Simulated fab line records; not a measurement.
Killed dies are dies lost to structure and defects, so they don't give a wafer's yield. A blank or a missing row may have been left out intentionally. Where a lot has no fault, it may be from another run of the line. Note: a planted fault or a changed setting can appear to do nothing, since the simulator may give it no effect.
Matching of chambers || flow n5 finfet || 4 sister chambers for N5_FIN_CUT_CUT_ETCH_27 on rie diel-02
The step etches SiO2 in CHF3/O2, target depth 4 nm, overetch 2 nm, time 4.9 s. 14 wafers are shown with their chamber, then 7 later ones without.

## EACH WAFER AND ITS CHAMBER
{"wafer": "L081.1", "chamber": 0, "drypump motor current A (A)": 5.4, "throttle valve pct (%)": 18.33, "showerhead plenum p Torr (Torr)": 2.38}
{"wafer": "L081.2", "chamber": 2, "drypump motor current A (A)": 6.4, "throttle valve pct (%)": 18.87, "showerhead plenum p Torr (Torr)": 2.41}
{"wafer": "L081.5", "chamber": 3, "drypump motor current A (A)": 5.4, "throttle valve pct (%)": 18.84, "showerhead plenum p Torr (Torr)": 2.38}
{"wafer": "L082.1", "chamber": 3, "drypump motor current A (A)": 5.4, "throttle valve pct (%)": 18.83, "showerhead plenum p Torr (Torr)": 2.38}
{"wafer": "L082.3", "chamber": 2, "drypump motor current A (A)": 6.4, "throttle valve pct (%)": 18.88, "showerhead plenum p Torr (Torr)": 2.41}
{"wafer": "L082.5", "chamber": 0, "drypump motor current A (A)": 5.4, "throttle valve pct (%)": 18.33, "showerhead plenum p Torr (Torr)": 2.38}
{"wafer": "L083.1", "chamber": 1, "drypump motor current A (A)": 5.7, "throttle valve pct (%)": 18.63, "showerhead plenum p Torr (Torr)": 2.35}
{"wafer": "L083.3", "chamber": 3, "drypump motor current A (A)": 5.4, "throttle valve pct (%)": 18.84, "showerhead plenum p Torr (Torr)": 2.38}
{"wafer": "L083.5", "chamber": 0, "drypump motor current A (A)": 5.4, "throttle valve pct (%)": 18.31, "showerhead plenum p Torr (Torr)": 2.38}
{"wafer": "L085.1", "chamber": 2, "drypump motor current A (A)": 6.5, "throttle valve pct (%)": 18.89, "showerhead plenum p Torr (Torr)": 2.41}
{"wafer": "L085.4", "chamber": 1, "drypump motor current A (A)": 5.7, "throttle valve pct (%)": 18.65, "showerhead plenum p Torr (Torr)": 2.35}
{"wafer": "L085.5", "chamber": 3, "drypump motor current A (A)": 5.4, "throttle valve pct (%)": 18.84, "showerhead plenum p Torr (Torr)": 2.38}
{"wafer": "L086.2", "chamber": 1, "drypump motor current A (A)": 5.7, "throttle valve pct (%)": 18.65, "showerhead plenum p Torr (Torr)": 2.34}
{"wafer": "L086.5", "chamber": 1, "drypump motor current A (A)": 5.7, "throttle valve pct (%)": 18.65, "showerhead plenum p Torr (Torr)": 2.34}

SIGNATURES (averages over the wafers above)
{"reading": "drypump motor current A", "chamber 0": 5.400, "chamber 1": 5.700, "chamber 2": 6.433, "chamber 3": 5.400, "scatter within a chamber": 0.0258}
{"reading": "throttle valve pct", "chamber 0": 18.3233, "chamber 1": 18.6450, "chamber 2": 18.8800, "chamber 3": 18.8375, "scatter within a chamber": 0.00917}
{"reading": "showerhead plenum p Torr", "chamber 0": 2.3800, "chamber 1": 2.3450, "chamber 2": 2.4100, "chamber 3": 2.3800, "scatter within a chamber": 0.00316}
Rule: distance of a wafer from a chamber = root of the sum over the readings of ((wafer's reading minus chamber's mean) / reading's scatter) squared. The wafer belongs to the nearest chamber; if the next one is less than 2 further off, it can't be placed. The scatter: the root of (the sum of the squares of (reading less its chamber's mean) over the shown wafers, divided by (wafers less chambers)).

## WAFERS WITH NO CHAMBER GIVEN
{"wafer": "L086.6", "drypump motor current A (A)": 5.4, "throttle valve pct (%)": 18.34, "showerhead plenum p Torr (Torr)": 2.38}
{"wafer": "L090.3", "drypump motor current A (A)": 5.4, "throttle valve pct (%)": 18.34, "showerhead plenum p Torr (Torr)": 2.38}
{"wafer": "L090.5", "drypump motor current A (A)": 6.4, "throttle valve pct (%)": 18.90, "showerhead plenum p Torr (Torr)": 2.40}
{"wafer": "L090.6", "drypump motor current A (A)": 5.7, "throttle valve pct (%)": 18.65, "showerhead plenum p Torr (Torr)": 2.34}
{"wafer": "L096.1", "drypump motor current A (A)": 5.4, "throttle valve pct (%)": 18.33, "showerhead plenum p Torr (Torr)": 2.37}
{"wafer": "L096.2", "drypump motor current A (A)": 5.7, "throttle valve pct (%)": 18.68, "showerhead plenum p Torr (Torr)": 2.34}
{"wafer": "L096.3", "drypump motor current A (A)": 6.4, "throttle valve pct (%)": 18.92, "showerhead plenum p Torr (Torr)": 2.40}

## EACH ONE'S CHAMBER
{"wafer": "L086.6", "from the rows above": 0, "in truth": 0}
{"wafer": "L090.3", "from the rows above": 0, "in truth": 0}
{"wafer": "L090.5", "from the rows above": 2, "in truth": 2}
{"wafer": "L090.6", "from the rows above": 1, "in truth": 1}
{"wafer": "L096.1", "from the rows above": 0, "in truth": 0}
{"wafer": "L096.2", "from the rows above": 1, "in truth": 1}
{"wafer": "L096.3", "from the rows above": 2, "in truth": 2}
Correctly placed: 7 of 7. From these rows, 0 cannot be placed. Number placed wrongly: 0.
